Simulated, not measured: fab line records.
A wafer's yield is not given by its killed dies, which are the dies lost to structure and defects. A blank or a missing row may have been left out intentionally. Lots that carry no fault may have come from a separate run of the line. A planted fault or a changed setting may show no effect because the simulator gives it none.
2 desks, one fault ; flow n5Finfet ; each desk has only its own numbers; what lay behind them comes last

## AT THE TOOL OWNER'S DESK: vaporEtch-01
The tool's own readings at N5_FIN_CUT_PRECLEAN_35 (cleans in vHF, time 13.3 s): means of the sampled wafers that have a number, for each lot that ran on this tool. A lot is out of limits, marked OUT, if its mean lies more than 4 standard deviations from the usual mean; the brackets give that distance.
Columns: A = drypumpMotorCurrentA at N5_FIN_CUT_PRECLEAN_35, usual 5.8 A; B = forelinePTorr at N5_FIN_CUT_PRECLEAN_35, usual 0.1280 Torr
lot;first seen here;A;B
L886;day 2 11:45;5.8;0.1285
L890;day 3 09:19;5.5;0.1270
L891;day 3 15:32;5.5;0.1281
L892;day 3 21:14;5.8;0.1282
L894;day 4 09:43;5.7;0.1280
This desk's finding: nothing out of limits on any of the 5 lots.

## FROM THE METROLOGY DESK
Lot by lot, what the gauges showed, no matter which tool ran the lot: averages of those sampled wafers that carry a number. A lot is out of limits, marked OUT, if its mean lies more than 4 standard deviations from the usual mean; the brackets give that distance. Readings shown: 7 of its 11, picked as those furthest out on some lot.
Columns: A = DIBL_N at N5_BEOL_M4_RC_MEAS_101, usual 36.3 mV/V; B = DIBL_P at N5_BEOL_M4_RC_MEAS_101, usual 36.3 mV/V; C = IOFF_N at N5_BEOL_M4_RC_MEAS_101, usual 0.16 nA/um; D = IOFF_P at N5_BEOL_M4_RC_MEAS_101, usual 0.21 nA/um; E = SS_N at N5_BEOL_M4_RC_MEAS_101, usual 71.6 mV/dec; F = SS_P at N5_BEOL_M4_RC_MEAS_101, usual 73.3 mV/dec; G = VT_N at N5_BEOL_M4_RC_MEAS_101, usual 250 mV
lot;first seen here;A;B;C;D;E;F;G
L886;day 2 11:04;35.4;35.4;0.14;0.20;71.6;72.9;252
L887;day 2 15:41;32.4;31.6;0.10;0.15;70.0;72.0;257
L888;day 2 21:29;33.8;32.7;0.12;0.15;70.9;72.9;254
L890;day 3 08:37;37.0;35.9;0.17;0.19;72.2;73.8;251
L891;day 3 14:50;35.9;36.8;0.16;0.21;71.3;73.2;249
L892;day 3 20:34;32.8;33.0;0.13;0.18;71.2;72.7;254
L894;day 4 09:01;38.0;36.4;0.17;0.18;72.7;73.2;252
L903;day 6 15:10;36.8;37.4;0.20;0.23;71.8;74.1;247
L906;day 7 12:49;38.4;38.6;0.21;0.25;72.3;74.3;245
L908;day 8 00:06;36.7;37.0;0.19;0.22;71.9;73.0;246
This desk's finding: nothing out of limits on any of the 10 lots.

## ALL TOGETHER
Nothing out of limits was seen by the tool owner's desk.
From the metrology desk's view, nothing was out of limits.

## WHAT HAD BEEN PUT IN BY THE SIMULATOR
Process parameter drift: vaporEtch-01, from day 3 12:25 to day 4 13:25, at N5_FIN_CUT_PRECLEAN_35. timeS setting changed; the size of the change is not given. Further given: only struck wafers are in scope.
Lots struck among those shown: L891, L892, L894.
